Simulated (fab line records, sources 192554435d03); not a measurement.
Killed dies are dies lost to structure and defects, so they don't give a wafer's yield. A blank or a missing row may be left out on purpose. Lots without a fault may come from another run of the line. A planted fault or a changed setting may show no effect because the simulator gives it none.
Chamber matching | flow n5_finfet | N5_BEOL_M4_DEP_57 on pecvd-02: 3 sister chambers
The step deposits SiCN from 3MS/NH3, target thk 8 nm, time 14 s. 3 wafers are shown with their chamber, then 7 later ones without.

WAFERS WITH THEIR CHAMBER
wafer  | chamber | showerhead_plenum_p_Torr (Torr)
L083.2 | 1       | 3.667
L088.1 | 0       | 3.658
L088.2 | 2       | 3.666

WAFERS WITHOUT THEIR CHAMBER
wafer  | showerhead_plenum_p_Torr (Torr)
L088.3 | 3.669
L093.1 | 3.663
L093.3 | 3.671
L093.6 | 3.662
L096.1 | 3.681
L096.3 | 3.665
L096.4 | 3.652

WHICH CHAMBER EACH WENT THROUGH
wafer  | from the rows above          | in truth
L088.3 | can't be placed: 1 or 2 or 0 | 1
L093.1 | can't be placed: 2 or 1 or 0 | 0
L093.3 | can't be placed: 1 or 2 or 0 | 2
L093.6 | can't be placed: 0 or 2 or 1 | 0
L096.1 | can't be placed: 1 or 2 or 0 | 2
L096.3 | can't be placed: 2 or 1 or 0 | 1
L096.4 | can't be placed: 0 or 2 or 1 | 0
Placed correctly: 0 of 7. Can't be placed from these rows: 7 (the true chamber is among the candidates in 7). Placed wrongly: 0.
How it was worked out, from the rows above alone: a wafer's distance from a chamber is the root of the sum, over the readings, of the square of ((its reading less the chamber's mean) divided by the reading's scatter). The wafer belongs to the nearest chamber; if the next one is less than 2 further off, it can't be placed. A chamber's mean is the mean of its shown wafers. The scatter: with one shown wafer a chamber, the root of the mean of the squares of how far each hidden wafer lies from its nearest shown one.
